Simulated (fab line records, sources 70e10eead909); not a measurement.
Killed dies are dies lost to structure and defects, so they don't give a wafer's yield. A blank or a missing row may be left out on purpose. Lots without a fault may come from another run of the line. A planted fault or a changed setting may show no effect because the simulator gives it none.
fab line records | flow nand_harc
record lots=13 wafers=39 last_day=24
route steps=1159 shown A_CONTACT@862 END@1159
lots that met no fault: from a run of the same line without faults
start_h: hours from the record's first day to the start of the lot's first wafer shown | wait_h: hours since the lot's step before | " the same as in the row above | L1.1+2: a row that stands for several wafers | - no value, or no start given | * or withheld: withheld | < > ~ a bound
route shown NAME@n: a module of which the file shows steps, and the number in the route of the first | usual: mean/standard deviation of fault-free wafers | same: alike in all rows | chamber/n: place in a boat | sites: the reading at each site | _std_site: their standard deviation | _edge_site: outer sites' mean less inner sites' | radius_mm: how far each site lies from the wafer's centre | mask NAME#n: copy n | behind: the tool/chamber that last shaped the wafer | hold: why the lot was held/for how many hours/how that ended | device: the transistor (n, p or np) that didn't switch | end of line: the same wafers' tests at the end of the route | a step without rows: its recipe alone | killed: dies lost to structure and defects at the first sort, not the wafer's yield | map: a wafer's dies, x killed, . not, _ none there
set.NAME: the setting as run; set.NAME@STEP: as run at that earlier step | model.NAME: the simulator's own value behind a step, which no gauge read
steps of the route over a sample of lots; a table a step, a row a wafer
services: from which hour (start_h, from the record's first day; less than 0 if before it) a tool's chamber was out of use, for how many hours, and why
## steps
# step NHARC_A_CONTACT_ETCH_111
# recipe source_w=withheld pressure_mtorr=20 bias_v=withheld time_s=140 target_depth_a=7000 ar_flow_sccm=withheld c4f8_flow_sccm=withheld o2_flow_sccm=withheld chemistry=C4F8/O2/Ar
# columns lot.wafer tool chamber start_h wait_h rf_hours_counter_h
L615.2 har_cap_etch-02 1 377.56 - 10
L615.3 " 1 " " -
L615.4 " 0 " " -
L616.3 har_cap_etch-03 0 380.25 - -
L616.4 " 1 " " -
L616.6 " 1 " " -
L617.1 har_cap_etch-02 0 385.70 - 11
L617.6 " 1 " " -
L617.5 " 0 " " -
L620.1 har_cap_etch-03 0 386.15 - 81
L620.2 " 1 " " 81
L620.6 " 0 " " -
L622.1 har_cap_etch-03 1 397.33 - 83
L622.2 " 0 " " 83
L622.6 " 0 " " -
L618.1 har_cap_etch-01 1 400.64 - 62
L618.6 " 1 " " -
L618.5 " 0 " " -
L621.1 har_cap_etch-01 1 403.00 - 63
L621.3 " 1 " " -
L621.6 " 1 " " -
L619.2 har_cap_etch-02 0 404.10 - 14
L619.1 " 1 " " 14
L619.4 " 0 " " -
L627.1 har_cap_etch-02 1 436.99 - 19
L627.5 " 0 " " -
L627.6 " 1 " " -
L624.1 har_cap_etch-02 1 440.51 - 20
L624.3 " 0 " " -
L624.6 " 1 " " -
L632.1 har_cap_etch-03 0 483.66 - 98
L632.3 " 0 " " -
L632.4 " 1 " " -
L635.4 har_cap_etch-02 0 486.68 - -
L635.6 " 1 " " -
L635.5 " 0 " " -
L638.2 har_cap_etch-01 1 515.78 - 83
L638.1 " 0 " " 83
L638.4 " 0 " " -
# step NHARC_A_CONTACT_ETCH_112
# recipe source_w=withheld pressure_mtorr=20 bias_v=3000 time_s=94 target_depth_a=9220 ar_flow_sccm=withheld c4f8_flow_sccm=withheld o2_flow_sccm=withheld chemistry=C4F8/O2/Ar
# columns lot.wafer tool chamber start_h wait_h rf_hours_counter_h
L615.2 har_cap_etch-02 1 377.76 0.2 10
L615.3 " 1 " " -
L615.4 " 0 " " -
L616.3 har_cap_etch-03 0 380.41 0.1 -
L616.4 " 1 " " -
L616.6 " 1 " " -
L617.1 har_cap_etch-02 0 385.88 0.1 11
L617.6 " 1 " " -
L617.5 " 0 " " -
L620.1 har_cap_etch-03 0 386.35 0.2 81
L620.2 " 1 " " 81
L620.6 " 0 " " -
L622.1 har_cap_etch-03 1 397.53 0.2 83
L622.2 " 0 " " 83
L622.6 " 0 " " -
L618.1 har_cap_etch-01 1 400.83 0.2 62
L618.6 " 1 " " -
L618.5 " 0 " " -
L621.1 har_cap_etch-01 1 403.18 0.1 63
L621.3 " 1 " " -
L621.6 " 1 " " -
L619.2 har_cap_etch-02 0 404.30 0.2 14
L619.1 " 1 " " 14
L619.4 " 0 " " -
L627.1 har_cap_etch-02 1 437.17 0.1 19
L627.5 " 0 " " -
L627.6 " 1 " " -
L624.1 har_cap_etch-02 1 440.77 0.2 20
L624.3 " 0 " " -
L624.6 " 1 " " -
L632.1 har_cap_etch-03 0 483.86 0.2 98
L632.3 " 0 " " -
L632.4 " 1 " " -
L635.4 har_cap_etch-02 0 486.83 0.1 -
L635.6 " 1 " " -
L635.5 " 0 " " -
L638.2 har_cap_etch-01 1 516.04 0.2 83
L638.1 " 0 " " 83
L638.4 " 0 " " -
# step NHARC_A_CONTACT_ETCH_117
# recipe source_w=withheld pressure_mtorr=20 bias_v=3000 time_s=94 target_depth_a=9220 ar_flow_sccm=withheld c4f8_flow_sccm=withheld o2_flow_sccm=withheld chemistry=C4F8/O2/Ar
# columns lot.wafer tool chamber start_h wait_h rf_hours_counter_h
L615.2 har_cap_etch-02 1 378.22 0.1 10
L615.3 " 1 " " -
L615.4 " 0 " " -
L616.3 har_cap_etch-03 0 380.87 0.1 -
L616.4 " 1 " " -
L616.6 " 1 " " -
L617.1 har_cap_etch-02 0 386.34 0.1 11
L617.6 " 1 " " -
L617.5 " 0 " " -
L620.1 har_cap_etch-03 0 386.80 0.1 81
L620.2 " 1 " " 81
L620.6 " 0 " " -
L622.1 har_cap_etch-03 1 397.98 0.1 84
L622.2 " 0 " " 84
L622.6 " 0 " " -
L618.1 har_cap_etch-01 1 401.29 0.1 63
L618.6 " 1 " " -
L618.5 " 0 " " -
L621.1 har_cap_etch-01 1 403.63 0.1 64
L621.3 " 1 " " -
L621.6 " 1 " " -
L619.2 har_cap_etch-02 0 404.76 0.1 15
L619.1 " 1 " " 15
L619.4 " 0 " " -
L627.1 har_cap_etch-02 1 437.62 0.1 19
L627.5 " 0 " " -
L627.6 " 1 " " -
L624.1 har_cap_etch-02 1 441.38 0.1 20
L624.3 " 0 " " -
L624.6 " 1 " " -
L632.1 har_cap_etch-03 0 484.32 0.1 98
L632.3 " 0 " " -
L632.4 " 1 " " -
L635.4 har_cap_etch-02 0 487.28 0.1 -
L635.6 " 1 " " -
L635.5 " 0 " " -
L638.2 har_cap_etch-01 1 516.65 0.1 83
L638.1 " 0 " " 83
L638.4 " 0 " " -
# step NHARC_A_CONTACT_ETCH_90
# recipe target_depth_a=400 over_etch_frac=0.5 time_s=85.7 ion_energy_ev=120 ch3f_flow_sccm=50 o2_flow_sccm=30 ar_flow_sccm=200 rf_w=500 bias_w=100 chemistry=CH3F/O2
# usual drypump_motor_current_A=5.6/0.39 o2_flow_sccm=30.00/0.091 oes_product_au=0.96/0.034 rf_vpp_V=243.5/1.5 showerhead_plenum_p_Torr=2.41/0.09 throttle_valve_pct=20.664/0.0089
# columns lot.wafer tool chamber start_h wait_h drypump_motor_current_A o2_flow_sccm oes_product_au rf_hours_counter_h rf_vpp_V showerhead_plenum_p_Torr throttle_valve_pct
L615.3 rie_diel-13 1 379.38 0.5 5.5 30.02 0.99 15 243.3 2.35 20.663
L615.2 " 2 " " 6.0 29.87 1.00 15 242.8 2.36 20.659
L615.4 " 3 " " 6.0 29.97 1.00 15 245.7 2.52 20.671
L616.4 rie_diel-13 1 382.00 0.4 5.4 29.83 0.94 16 243.7 2.35 20.659
L616.3 " 3 " " 6.0 30.04 0.96 15 244.5 2.52 20.666
L616.6 " 0 " " 5.2 30.01 0.94 - 240.0 2.33 20.656
L617.1 rie_diel-13 2 387.50 0.5 6.0 29.98 0.93 17 242.9 2.36 20.661
L617.6 " 0 " " 5.2 29.97 0.93 - 241.0 2.33 20.663
L617.5 " 1 " " 5.4 29.91 0.92 - 243.2 2.35 20.655
L620.1 rie_diel-07 3 387.94 0.5 5.2 29.99 0.92 56 244.3 2.42 20.665
L620.2 " 2 " " 6.0 29.98 0.93 54 246.0 2.46 20.655
L620.6 " 0 " " 5.8 29.95 0.93 - 247.7 2.61 20.678
L622.1 rie_diel-07 0 399.15 0.6 5.9 30.10 0.93 53 246.0 2.61 20.685
L622.2 " 2 " " 6.0 29.91 0.92 59 243.8 2.46 20.657
L622.6 " 0 " " 5.9 30.22 0.93 - 246.0 2.61 20.670
L618.1 rie_diel-13 1 402.43 0.5 5.4 29.92 0.99 20 242.6 2.35 20.662
L618.6 " 1 " " 5.5 29.97 0.99 - 242.1 2.35 20.660
L618.5 " 3 " " 6.0 29.99 1.00 - 243.8 2.51 20.669
L621.3 rie_diel-13 3 404.77 0.4 6.0 29.99 1.00 19 245.0 2.51 20.654
L621.1 " 0 " " 5.2 29.93 0.99 19 243.5 2.33 20.669
L621.6 " 3 " " 6.0 30.05 1.00 - 245.5 2.51 20.665
L619.1 rie_diel-13 3 405.92 0.5 6.0 29.74 1.00 19 244.1 2.51 20.664
L619.2 " 0 " " 5.2 30.00 1.00 20 245.2 2.33 20.654
L619.4 " 3 " " 6.0 29.89 1.00 - 246.8 2.51 20.645
L627.1 rie_diel-01 1 438.77 0.5 5.1 29.84 0.91 34 242.8 2.31 20.665
L627.6 " 1 " " 5.1 29.96 0.92 - 242.2 2.31 20.671
L627.5 " 2 " " 6.0 30.03 0.92 - 244.8 2.50 20.658
L624.1 rie_diel-13 2 442.84 0.7 6.0 29.95 1.02 26 242.6 2.36 20.666
L624.3 " 3 " " 6.0 30.12 0.99 26 245.9 2.51 20.679
L624.6 " 0 " " 5.2 30.12 0.99 - 242.6 2.33 20.678
L632.1 rie_diel-13 3 485.45 0.5 6.0 30.01 0.93 4 246.0 2.51 20.670
L632.3 " 0 " " 5.2 29.95 0.68 4 243.7 2.32 20.673
L632.4 " 2 " " 6.0 30.04 0.93 4 242.9 2.35 20.643
L635.4 rie_diel-13 0 488.43 0.4 5.2 29.81 0.71 4 241.9 2.32 20.662
L635.6 " 1 " " 5.5 30.01 0.97 - 243.6 2.34 20.662
L635.5 " 2 " " 6.0 30.17 0.98 - 242.8 2.35 20.651
L638.4 rie_diel-07 2 518.09 0.4 6.0 30.01 1.00 33 243.2 2.45 20.666
L638.2 " 3 " " 5.3 29.82 1.00 33 243.0 2.40 20.655
L638.1 " 0 " " 5.9 30.15 0.99 35 246.2 2.59 20.632
# step NHARC_END_SORT_01
# recipe temp_c=25
# usual killed_at_array=29/10 killed_at_other=0.7/1.1 killed_at_periphery=3.2/2.2 killed_dies=33/11 killed_open=3.5/1.8 killed_short=2.0/1.4
# same gross_dies=677
# columns lot.wafer tool chamber start_h wait_h hold killed_at_array killed_at_other killed_at_periphery killed_dies killed_open killed_short
L615.2 prober-02 0 467.73 2.8 - 14 0 3 17 3 1
L615.3 prober-02 0 468.53 3.1 - 20 0 3 23 5 5
L615.4 prober-02 0 469.33 3.4 - 17 1 5 23 2 1
L617.1 prober-01 0 474.61 2.5 - 24 0 6 30 6 4
L617.5 prober-01 0 477.77 3.6 - 23 0 2 25 3 1
L617.6 prober-01 0 478.55 3.9 - 25 1 2 28 0 3
L616.3 prober-02 0 476.34 3.1 - 36 1 7 44 6 3
L616.4 prober-02 0 477.14 3.4 - 38 0 2 40 3 1
L616.6 prober-02 0 478.73 4.0 - 41 0 4 45 2 1
L620.1 prober-01 0 482.31 2.5 - 23 0 2 25 2 1
L620.2 prober-01 0 483.11 2.8 - 23 0 5 28 3 1
L620.6 prober-01 0 486.33 4.0 - 37 0 9 46 6 0
L622.1 prober-02 0 482.50 2.5 - 15 0 2 17 4 0
L622.2 prober-02 0 483.31 2.8 - 26 0 2 28 2 1
L622.6 prober-02 0 486.55 4.1 - 23 1 0 24 2 0
L618.1 prober-01 0 490.15 2.5 - 29 0 1 30 3 0
L618.5 prober-01 0 493.42 3.8 - 40 0 4 44 4 4
L618.6 prober-01 0 494.24 4.1 - 23 0 2 25 4 1
L619.1 prober-02 0 490.32 2.5 - 20 0 4 24 3 4
L619.2 prober-02 0 491.14 2.8 - 30 1 5 36 4 4
L619.4 prober-02 0 492.78 3.4 - 26 0 4 30 4 3
L621.1 prober-01 0 498.08 2.5 - 24 3 4 31 5 0
L621.3 prober-01 0 499.68 3.1 - 35 2 1 38 2 4
L621.6 prober-01 0 502.09 4.0 - 26 1 4 31 6 4
L627.1 prober-02 0 506.07 2.5 - 42 0 4 46 3 5
L627.5 prober-02 0 509.29 3.7 - 54 0 0 54 0 3
L627.6 prober-02 0 510.10 4.0 - 37 0 2 39 2 2
L624.1 prober-01 0 513.67 2.5 - 13 0 6 19 2 2
L624.3 prober-01 0 515.30 3.1 - 8 0 8 16 2 0
L624.6 prober-01 0 517.74 4.1 - 22 1 5 28 4 3
L632.1 prober-01 0 558.70 2.6 await_dispo/8.9h/release 15 0 2 17 6 5
L632.3 prober-01 0 560.32 3.1 await_dispo/8.9h/release 185 0 2 187 2 1
L632.4 prober-01 0 561.13 3.4 await_dispo/8.9h/release 6 2 1 9 2 1
L635.4 prober-01 0 568.96 3.4 await_dispo/4.8h/release 212 0 1 213 4 3
L635.5 prober-01 0 569.75 3.7 await_dispo/4.8h/release 39 0 1 40 7 2
L635.6 prober-01 0 570.54 4.0 await_dispo/4.8h/release 35 0 4 39 6 3
L638.1 prober-02 0 584.53 2.5 - 34 2 4 40 5 3
L638.2 prober-02 0 585.33 2.8 - 53 4 3 60 6 3
L638.4 prober-02 0 586.92 3.4 - 34 2 4 40 6 3
# killed by level:class
L615.2 A_STAIRCASE:chamber_film_flake=4 A_CONTACT:chamber_film_flake=3 A_WL_FILL:chamber_film_flake=2 P_CONTACT:geometric_particle:open=1 A_STAIRCASE:geometric_particle:open=1 A_SGD_CUT:geometric_particle:open=1 A_WL_FILL:geometric_particle:short=1 P_GATE:chamber_film_flake=1
L615.3 A_WL_FILL:geometric_particle:short=3 A_M0:chamber_film_flake=3 A_CONTACT:chamber_film_flake=3 A_CONTACT:geometric_particle:open=2 P_GATE:chamber_film_flake=2 A_WL_FILL:chamber_film_flake=2 P_M0:geometric_particle:short=1 A_ONON_D1:geometric_particle:open=1
L615.4 A_CHANNEL_HOLE_D1:chamber_film_flake=6 A_STAIRCASE:chamber_film_flake=4 P_GATE:chamber_film_flake=3 A_ONON_D1:geometric_particle:open=1 A_CHANNEL_FILL_D1:geometric_particle:short=1 A_M0:geometric_particle:open=1 P_ZERO_WELL:chamber_film_flake=1 P_M1:chamber_film_flake=1
L617.1 A_CHANNEL_HOLE_D1:chamber_film_flake=10 A_CONTACT:chamber_film_flake=3 A_ONON_D1:geometric_particle:short=2 A_M0:geometric_particle:open=2 A_CHANNEL_FILL_D1:chamber_film_flake=2 P_CONTACT:geometric_particle:open=1 P_M0:geometric_particle:short=1 P_M2:geometric_particle:open=1
L616.3 A_CHANNEL_HOLE_D1:chamber_film_flake=14 A_SLIT:chamber_film_flake=8 P_GATE:chamber_film_flake=4 A_WL_FILL:chamber_film_flake=4 A_CHANNEL_FILL_D1:geometric_particle:open=2 A_STAIRCASE:chamber_film_flake=2 P_CONTACT:geometric_particle:open=1 A_SOURCE_PLATE:geometric_particle:open=1
L616.4 A_CHANNEL_HOLE_D1:chamber_film_flake=15 A_SLIT:chamber_film_flake=11 A_CONTACT:chamber_film_flake=4 P_GATE:chamber_film_flake=2 A_STAIRCASE:chamber_film_flake=2 A_ONON_D1:geometric_particle:short=1 A_ONON_D1:geometric_particle:open=1 A_CHANNEL_FILL_D1:geometric_particle:open=1
L617.5 A_CHANNEL_HOLE_D1:chamber_film_flake=14 A_STAIRCASE:chamber_film_flake=2 P_STI:geometric_particle:open=1 A_CHANNEL_FILL_D1:geometric_particle:open=1 A_WL_FILL:geometric_particle:short=1 A_CONTACT:geometric_particle:open=1 P_GATE:chamber_film_flake=1 A_ZERO_WELL:chamber_film_flake=1
L617.6 A_CHANNEL_HOLE_D1:chamber_film_flake=17 A_STAIRCASE:chamber_film_flake=3 A_CONTACT:chamber_film_flake=2 A_CHANNEL_FILL_D1:geometric_particle:short=1 A_SGD_CUT:geometric_particle:short=1 A_CONTACT:geometric_particle:short=1 P_ZERO_WELL:chamber_film_flake=1 P_GATE:chamber_film_flake=1
L616.6 A_SLIT:chamber_film_flake=16 A_CHANNEL_HOLE_D1:chamber_film_flake=13 A_CONTACT:chamber_film_flake=3 P_ZERO_WELL:chamber_film_flake=2 A_STAIRCASE:chamber_film_flake=2 A_WL_FILL:chamber_film_flake=2 A_M0:chamber_film_flake=2 A_SOURCE_PLATE:geometric_particle:open=1
L620.1 A_SLIT:chamber_film_flake=9 A_CHANNEL_HOLE_D1:chamber_film_flake=4 A_STAIRCASE:chamber_film_flake=3 A_CONTACT:geometric_particle:open=2 A_ZERO_WELL:chamber_film_flake=2 A_ONON_D1:geometric_particle:short=1 P_STI:chamber_film_flake=1 P_BONDPAD:chamber_film_flake=1
L622.1 A_CHANNEL_HOLE_D1:chamber_film_flake=10 P_CONTACT:geometric_particle:open=1 P_M1:geometric_particle:open=1 A_ONON_D1:geometric_particle:open=1 A_CHANNEL_FILL_D1:geometric_particle:open=1 A_SLIT:chamber_film_flake=1 A_STAIRCASE:chamber_film_flake=1 A_CONTACT:chamber_film_flake=1
L620.2 A_SLIT:chamber_film_flake=9 P_BONDPAD:chamber_film_flake=4 A_CHANNEL_HOLE_D1:chamber_film_flake=3 A_STAIRCASE:chamber_film_flake=3 A_ZERO_WELL:chamber_film_flake=2 A_CONTACT:chamber_film_flake=2 A_ONON_D1:geometric_particle:open=1 A_ONON_D1:geometric_particle:short=1
L622.2 A_CHANNEL_HOLE_D1:chamber_film_flake=17 A_STAIRCASE:chamber_film_flake=4 A_CONTACT:chamber_film_flake=2 P_M2:geometric_particle:short=1 A_WL_FILL:geometric_particle:open=1 A_CONTACT:geometric_particle:open=1 P_BONDPAD:chamber_film_flake=1 A_ZERO_WELL:chamber_film_flake=1
L620.6 A_SLIT:chamber_film_flake=19 A_STAIRCASE:chamber_film_flake=6 P_BONDPAD:chamber_film_flake=5 A_CHANNEL_HOLE_D1:chamber_film_flake=3 A_WL_FILL:chamber_film_flake=3 P_ZERO_WELL:chamber_film_flake=2 A_CONTACT:chamber_film_flake=2 P_GATE:geometric_particle:open=1
L622.6 A_CHANNEL_HOLE_D1:chamber_film_flake=18 A_STAIRCASE:chamber_film_flake=2 A_CONTACT:chamber_film_flake=2 A_CONTACT:geometric_particle:open=1 STARTING-WAFER:geometric_particle:open=1
L618.1 A_SLIT:chamber_film_flake=11 A_STAIRCASE:chamber_film_flake=5 A_ZERO_WELL:chamber_film_flake=4 A_M1:chamber_film_flake=3 A_CHANNEL_HOLE_D1:chamber_film_flake=2 P_GATE:geometric_particle:open=1 A_CHANNEL_HOLE_D1:geometric_particle:open=1 A_M0:geometric_particle:open=1
L619.1 A_CHANNEL_HOLE_D1:chamber_film_flake=13 A_STAIRCASE:chamber_film_flake=2 A_CONTACT:chamber_film_flake=2 P_CONTACT:geometric_particle:short=1 P_CONTACT:geometric_particle:open=1 P_M1:geometric_particle:short=1 P_M2:geometric_particle:open=1 A_SOURCE_PLATE:geometric_particle:short=1
L619.2 A_CHANNEL_HOLE_D1:chamber_film_flake=16 A_STAIRCASE:chamber_film_flake=4 A_CHANNEL_HOLE_D1:geometric_particle:short=2 A_CONTACT:chamber_film_flake=2 P_M0:geometric_particle:short=1 P_M1:geometric_particle:short=1 A_SOURCE_PLATE:geometric_particle:open=1 A_CHANNEL_FILL_D1:geometric_particle:open=1
L619.4 A_CHANNEL_HOLE_D1:chamber_film_flake=11 A_CONTACT:geometric_particle:open=3 A_SLIT:chamber_film_flake=3 A_CONTACT:chamber_film_flake=3 P_BONDPAD:chamber_film_flake=2 P_CONTACT:geometric_particle:short=1 A_ONON_D1:geometric_particle:short=1 A_CHANNEL_FILL_D1:geometric_particle:open=1
L618.5 A_SLIT:chamber_film_flake=14 A_CHANNEL_HOLE_D1:chamber_film_flake=5 A_SGD_CUT:chamber_film_flake=5 A_STAIRCASE:chamber_film_flake=3 A_WL_FILL:chamber_film_flake=2 A_CONTACT:chamber_film_flake=2 A_M1:chamber_film_flake=2 P_M0:geometric_particle:short=1
L618.6 A_SLIT:chamber_film_flake=9 A_CONTACT:chamber_film_flake=3 A_ZERO_WELL:chamber_film_flake=2 A_CHANNEL_HOLE_D1:chamber_film_flake=2 A_STAIRCASE:chamber_film_flake=2 P_M0:geometric_particle:open=1 P_M1:geometric_particle:open=1 A_ONON_D1:geometric_particle:open=1
L621.1 A_SLIT:chamber_film_flake=14 A_SGD_CUT:chamber_film_flake=4 THIN_TSV:chamber_film_flake=3 A_CONTACT:geometric_particle:open=2 P_ZERO_WELL:chamber_film_flake=2 P_STI:geometric_particle:open=1 P_GATE:geometric_particle:open=1 A_WL_FILL:geometric_particle:open=1
L621.3 A_SLIT:chamber_film_flake=18 A_CHANNEL_HOLE_D1:chamber_film_flake=3 A_STAIRCASE:chamber_film_flake=3 A_CONTACT:geometric_particle:short=2 A_SGD_CUT:chamber_film_flake=2 THIN_TSV:chamber_film_flake=2 A_CHANNEL_FILL_D1:geometric_particle:short=1 A_SGD_CUT:geometric_particle:short=1
L621.6 A_SLIT:chamber_film_flake=12 A_WL_FILL:geometric_particle:short=3 A_CHANNEL_HOLE_D1:chamber_film_flake=3 A_SGD_CUT:chamber_film_flake=2 P_CONTACT:geometric_particle:short=1 P_CONTACT:geometric_particle:open=1 P_M0:geometric_particle:open=1 A_ONON_D1:geometric_particle:open=1
L627.1 A_CHANNEL_HOLE_D1:chamber_film_flake=15 A_SLIT:chamber_film_flake=13 A_CHANNEL_HOLE_D1:geometric_particle:short=3 P_M2:chamber_film_flake=3 A_STAIRCASE:chamber_film_flake=3 A_CONTACT:chamber_film_flake=3 A_ONON_D1:geometric_particle:open=2 A_ONON_D1:geometric_particle:short=1
L627.5 A_CHANNEL_HOLE_D1:chamber_film_flake=19 A_SLIT:chamber_film_flake=16 A_STAIRCASE:chamber_film_flake=9 A_CONTACT:chamber_film_flake=4 A_WL_FILL:chamber_film_flake=3 A_CHANNEL_FILL_D1:geometric_particle:short=1 A_WL_FILL:geometric_particle:short=1 A_M0:geometric_particle:short=1
L627.6 A_CHANNEL_HOLE_D1:chamber_film_flake=13 A_SLIT:chamber_film_flake=11 A_STAIRCASE:chamber_film_flake=7 A_M0:geometric_particle:open=2 A_CONTACT:chamber_film_flake=2 P_CONTACT:geometric_particle:short=1 A_CONTACT:geometric_particle:short=1 P_M2:chamber_film_flake=1
L624.1 P_GATE:chamber_film_flake=5 A_CONTACT:chamber_film_flake=3 A_CHANNEL_HOLE_D1:chamber_film_flake=2 A_WL_FILL:chamber_film_flake=2 A_SOURCE_PLATE:geometric_particle:short=1 A_ONON_D1:geometric_particle:open=1 A_CONTACT:geometric_particle:short=1 A_CONTACT:geometric_particle:open=1
L624.3 P_M0:chamber_film_flake=6 P_GATE:chamber_film_flake=2 A_CHANNEL_HOLE_D1:chamber_film_flake=2 A_CONTACT:geometric_particle:open=1 A_M0:geometric_particle:open=1 A_SLIT:chamber_film_flake=1 A_CONTACT:chamber_film_flake=1 A_BLC:chamber_film_flake=1
L624.6 A_CONTACT:chamber_film_flake=5 A_CHANNEL_HOLE_D1:chamber_film_flake=4 A_WL_FILL:chamber_film_flake=3 A_CONTACT:geometric_particle:open=2 A_M0:geometric_particle:open=2 P_STI:chamber_film_flake=2 P_CONTACT:chamber_film_flake=2 A_ONON_D1:geometric_particle:short=1
L632.1 A_CHANNEL_HOLE_D1:chamber_film_flake=3 A_CONTACT:chamber_film_flake=3 A_SOURCE_PLATE:geometric_particle:open=2 A_CONTACT:geometric_particle:open=2 P_GATE:geometric_particle:short=1 P_CONTACT:geometric_particle:short=1 A_SOURCE_PLATE:geometric_particle:short=1 A_ONON_D1:geometric_particle:open=1
L632.3 A_CONTACT:area_etch=173 A_CHANNEL_HOLE_D1:chamber_film_flake=5 A_CONTACT:chamber_film_flake=4 A_CONTACT:geometric_particle:open=1 A_M0:geometric_particle:open=1 A_M0:geometric_particle:short=1 P_ZERO_WELL:chamber_film_flake=1 P_M0:chamber_film_flake=1
L632.4 A_CONTACT:chamber_film_flake=3 THIN_TSV:chamber_film_flake=2 A_SOURCE_PLATE:geometric_particle:short=1 A_SGD_CUT:geometric_particle:open=1 A_M0:geometric_particle:open=1 P_ZERO_WELL:chamber_film_flake=1
L635.4 A_CONTACT:area_etch=175 A_CHANNEL_HOLE_D1:chamber_film_flake=23 A_CONTACT:chamber_film_flake=3 A_CONTACT:geometric_particle:open=2 A_STAIRCASE:chamber_film_flake=2 A_WL_FILL:chamber_film_flake=2 P_M1:geometric_particle:open=1 A_SOURCE_PLATE:geometric_particle:short=1
L635.5 A_CHANNEL_HOLE_D1:chamber_film_flake=21 A_CONTACT:chamber_film_flake=4 A_STAIRCASE:chamber_film_flake=3 A_BLC:chamber_film_flake=3 P_M0:geometric_particle:short=1 A_ONON_D1:geometric_particle:open=1 A_CHANNEL_HOLE_D1:geometric_particle:short=1 A_CHANNEL_HOLE_D1:geometric_particle:open=1
L635.6 A_CHANNEL_HOLE_D1:chamber_film_flake=21 A_CONTACT:chamber_film_flake=3 P_M0:geometric_particle:open=2 A_STAIRCASE:chamber_film_flake=2 A_BLC:chamber_film_flake=2 P_CONTACT:geometric_particle:short=1 A_SOURCE_PLATE:geometric_particle:open=1 A_ONON_D1:geometric_particle:short=1
L638.1 A_SLIT:chamber_film_flake=11 A_CHANNEL_HOLE_D1:chamber_film_flake=7 A_CHANNEL_FILL_D1:chamber_film_flake=3 A_CONTACT:chamber_film_flake=3 A_BONDPAD:chamber_film_flake=3 A_WL_FILL:geometric_particle:open=2 THIN_TSV:chamber_film_flake=2 P_STI:geometric_particle:short=1
L638.2 A_SLIT:chamber_film_flake=21 A_CHANNEL_HOLE_D1:chamber_film_flake=10 A_CONTACT:chamber_film_flake=8 A_STAIRCASE:chamber_film_flake=4 THIN_TSV:chamber_film_flake=4 A_CHANNEL_FILL_D1:geometric_particle:short=2 A_CHANNEL_FILL_D1:chamber_film_flake=2 P_GATE:geometric_particle:open=1
L638.4 A_SLIT:chamber_film_flake=12 A_BONDPAD:chamber_film_flake=5 A_CONTACT:chamber_film_flake=3 A_STAIRCASE:chamber_film_flake=2 A_WL_FILL:chamber_film_flake=2 THIN_TSV:chamber_film_flake=2 P_STI:geometric_particle:open=1 P_GATE:geometric_particle:open=1
## services
# columns tool chamber start_h hours kind
rie_diel-13 0 358.64 - clean
rie_diel-13 1 358.64 - clean
rie_diel-13 2 358.64 - clean
rie_diel-13 3 358.64 - clean
rie_diel-13 0 383.23 - clean
rie_diel-13 1 383.23 - clean
rie_diel-13 2 383.23 - clean
rie_diel-13 3 383.23 - clean
rie_diel-01 1 385.95 10.3 repair
rie_diel-13 2 401.11 8.7 repair
rie_diel-07 - 405.57 9.0 pm
rie_diel-13 0 407.97 - clean
rie_diel-13 1 407.97 - clean
rie_diel-13 3 407.97 - clean
har_cap_etch-03 - 429.71 0.7 repair
rie_diel-13 0 432.47 - clean
rie_diel-13 1 432.47 - clean
rie_diel-13 2 432.47 - clean
rie_diel-13 3 432.47 - clean
rie_diel-13 - 453.26 9.0 pm
rie_diel-13 0 453.26 9.0 vent_cycle
har_cap_etch-02 - 472.27 0.2 repair
rie_diel-01 - 491.93 9.0 pm
har_cap_etch-02 - 504.24 2.4 repair
## key
first_sign step=NHARC_A_CONTACT_ETCH_90 reading=oes_product_au direction=down sigmas=7.8 usual=0.96 struck=0.70
effect step=NHARC_END_SORT_01 reading=killed_at_array direction=up sigmas=17 usual=29 struck=198
more_kills_born_at NHARC_A_CONTACT_ETCH_90@rie_diel-13=348
met_at NHARC_A_CONTACT_ETCH_90
struck_lots L632,L635
struck_wafers L632.3,L635.4
tester_left_out L632,L635
not_acting_at NHARC_A_CONTACT_ETCH_111,NHARC_A_CONTACT_ETCH_112,NHARC_A_CONTACT_ETCH_117
onset_between 442.84 485.45
fault kind=process_parameter_drift tool=rie_diel-13 chamber=0 onset_h=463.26 steps=NHARC_A_CONTACT_ETCH_90 channel=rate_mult offset=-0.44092 shape=step end_h=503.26
# tester_left_out: of these lots the tester's yield and bins aren't shown, on N5 and GAA mostly nor the transistor test; their killed dies are dies lost to structure and defects alone, not to doping, threshold or leakage, so they don't give the yield
